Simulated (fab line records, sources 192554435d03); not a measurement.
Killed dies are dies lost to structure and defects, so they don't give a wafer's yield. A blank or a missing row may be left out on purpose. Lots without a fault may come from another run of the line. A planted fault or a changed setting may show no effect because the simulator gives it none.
Problem report in the 8D (eight disciplines) form, filled by code | flow n5_finfet | the parts of the form that need people (team, actions taken, sign-off) are left out

1. THE PROBLEM
susceptor_temp_C at N5_SD_EPI_N_EPI_21 reads a mean of 677.1 C on 6 wafers of 2 lots; wafers without a fault read 680.0 C with a standard deviation of 0.35. That is -8.3 standard deviations from the usual mean.
The step: deposits Si:P, time 690 s.
First seen on wafer L380.1, day 4 08:31, on epi_rpcvd-02. The record holds 24 wafers of 8 lots with a number at this step. Rule for "out", or "out of limits": more than 4 standard deviations from the usual mean. The other wafers with a number count as sound.

2. WHAT IT IS AND WHAT IT IS NOT
question                    | is                     | is not
which readings at this step | susceptor_temp_C       | -
which lots                  | L380, L383             | L376, L377, L379, L388, L393, L394
which wafers of those lots  | all that have a number | -
read on which tools         | epi_rpcvd-02           | epi_rpcvd-01, epi_rpcvd-04
when                        | from day 4 08:31       | up to then (9 sound wafers); but 9 sound wafers of L388, L393, L394 came after

3. SUSPECTS, AND WHAT RULES EACH OUT
Counting: a tool at a process step up to the reading stays a suspect if it ran every lot that is out and no sound lot after the first of them.
- plasma_asher-01 at N5_SD_EPI_N_STRIP_38 (strips in N2/H2): ruled out as a lasting fault. Sound lots L388 ran on it after its first lot that is out, L380 (day 4 07:13).
- epi_rpcvd-02 at N5_SD_EPI_N_EPI_21 (deposits Si:P, time 690 s): kept. It ran every lot that is out, first L380 (day 4 08:31), and no sound lot after that; its last sound lot up to then is L377 (day 3 18:21). Its own readings are out on those wafers: susceptor_temp_C.
Left after counting: epi_rpcvd-02 at N5_SD_EPI_N_EPI_21.

4. THE CAUSE (what the simulator had put in)
Process parameter drift: epi_rpcvd-02, from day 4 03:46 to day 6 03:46, at N5_SD_EPI_N_EPI_21. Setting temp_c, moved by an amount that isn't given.
Counting left only this tool.

5. THE CHAIN OF EFFECTS, in route order
Each row: a reading whose mean over the struck wafers that have a number lies more than 3 standard deviations from the usual. Only readings for which the record gives a usual standard deviation are gone through. hours: the time from each lot's start at the first step in this table that gives one to its start at this step, as a median over the lots. sigmas: the change in usual standard deviations.
hours | step                        | reading              | usual        | on struck wafers | change | sigmas
0     | N5_SD_EPI_N_EPI_21          | susceptor_temp_C     | 680.0 C      | 677.1            | -2.9   | -8.3
0     | N5_SD_EPI_N_EPI_21          | susceptor_temp_C_max | 681.8        | 678.1            | -3.7   | -3.3
8     | N5_SD_ACTIVATION_RS_MEAS_03 | RS_SD_N              | 21.96 ohm/sq | 22.81            | +0.85  | +3.0
114   | N5_BEOL_M4_RC_MEAS_101      | RS_SD_N              | 28.5 ohm/sq  | 29.6             | +1.1   | +3.0
The process steps in it:
- N5_SD_EPI_N_EPI_21: deposits Si:P, time 690 s.

6. WHAT WOULD HAVE CAUGHT IT SOONER
In this record the first reading out of limits was taken at day 4 08:31, 5 hours after the fault began at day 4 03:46.
